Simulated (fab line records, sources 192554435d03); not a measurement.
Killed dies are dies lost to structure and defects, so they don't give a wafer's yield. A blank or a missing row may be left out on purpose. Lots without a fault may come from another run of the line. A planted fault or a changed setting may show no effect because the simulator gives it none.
Problem report in the 8D (eight disciplines) form, filled by code | flow n5_finfet | the parts of the form that need people (team, actions taken, sign-off) are left out

1. THE PROBLEM
bias_w at N5_SDB_ETCH_17 reads a mean of 33.62 W on 2 wafers of 2 lots; wafers without a fault read 36.00 W with a standard deviation of 0.1. That is -24 standard deviations from the usual mean.
The step: etches SiARC in CF4, target depth 23.4 nm, time 39 s.
First seen on wafer L979.3, day 5 22:49, on rie_diel-03. The record holds 27 wafers of 9 lots with a number at this step. Rule for "out", or "out of limits": more than 4 standard deviations from the usual mean. The other wafers with a number count as sound.

2. WHAT IT IS AND WHAT IT IS NOT
question                    | is               | is not
which readings at this step | bias_w, rf_vpp_V | drypump_motor_current_A, oes_product_au, showerhead_plenum_p_Torr, throttle_valve_pct
which lots                  | L979, L980       | L973, L975, L977, L985, L987, L991, L992
which wafers of those lots  | L979.3, L980.4   | L979.1, L979.5, L980.2, L980.6
read on which tools         | rie_diel-03      | rie_diel-05
when                        | from day 5 22:49 | up to then (11 sound wafers); but 14 sound wafers of L980, L985, L987, L991, L992 came after

3. SUSPECTS, AND WHAT RULES EACH OUT
Counting: a tool at a process step up to the reading stays a suspect if it ran every lot that is out. Sound lots after the first of them don't rule it out here, since some wafers of a struck lot are sound.
- rie_diel-03 at N5_SDB_ETCH_17 (etches SiARC in CF4, target depth 23.4 nm, time 39 s): kept. It ran every lot that is out, first L979 (day 5 22:49); its last sound lot up to then is L975 (day 5 01:29). Its own readings are out on those wafers: bias_w, rf_vpp_V.
- Within rie_diel-03 at N5_SDB_ETCH_17: the wafers that are out ran in chamber 1; their sound lot-mates ran in chambers 0, 3.
Left after counting: rie_diel-03 at N5_SDB_ETCH_17.

4. THE CAUSE (what the simulator had put in)
Process parameter drift: rie_diel-03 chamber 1, from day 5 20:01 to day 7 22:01, at N5_SDB_ETCH_17. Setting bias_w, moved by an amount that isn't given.
Counting left only this tool.

5. THE CHAIN OF EFFECTS, in route order
Each row: a reading whose mean over the struck wafers that have a number lies more than 3 standard deviations from the usual. Only readings for which the record gives a usual standard deviation are gone through. hours: the time from each lot's start at the first step in this table that gives one to its start at this step, as a median over the lots. sigmas: the change in usual standard deviations.
hours | step           | reading  | usual   | on struck wafers | change | sigmas
0     | N5_SDB_ETCH_17 | bias_w   | 36.00 W | 33.62            | -2.38  | -24
0     | N5_SDB_ETCH_17 | rf_vpp_V | 184.6 V | 176.7            | -7.9   | -7.2
The process steps in it:
- N5_SDB_ETCH_17: etches SiARC in CF4, target depth 23.4 nm, time 39 s.
Later measuring or inspecting steps at which every struck wafer that the step has a row for has a number for every such reading, and none has moved that far: N5_BEOL_M4_RC_MEAS_101.

6. WHAT WOULD HAVE CAUGHT IT SOONER
In this record the first reading out of limits was taken at day 5 22:49, 3 hours after the fault began at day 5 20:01.
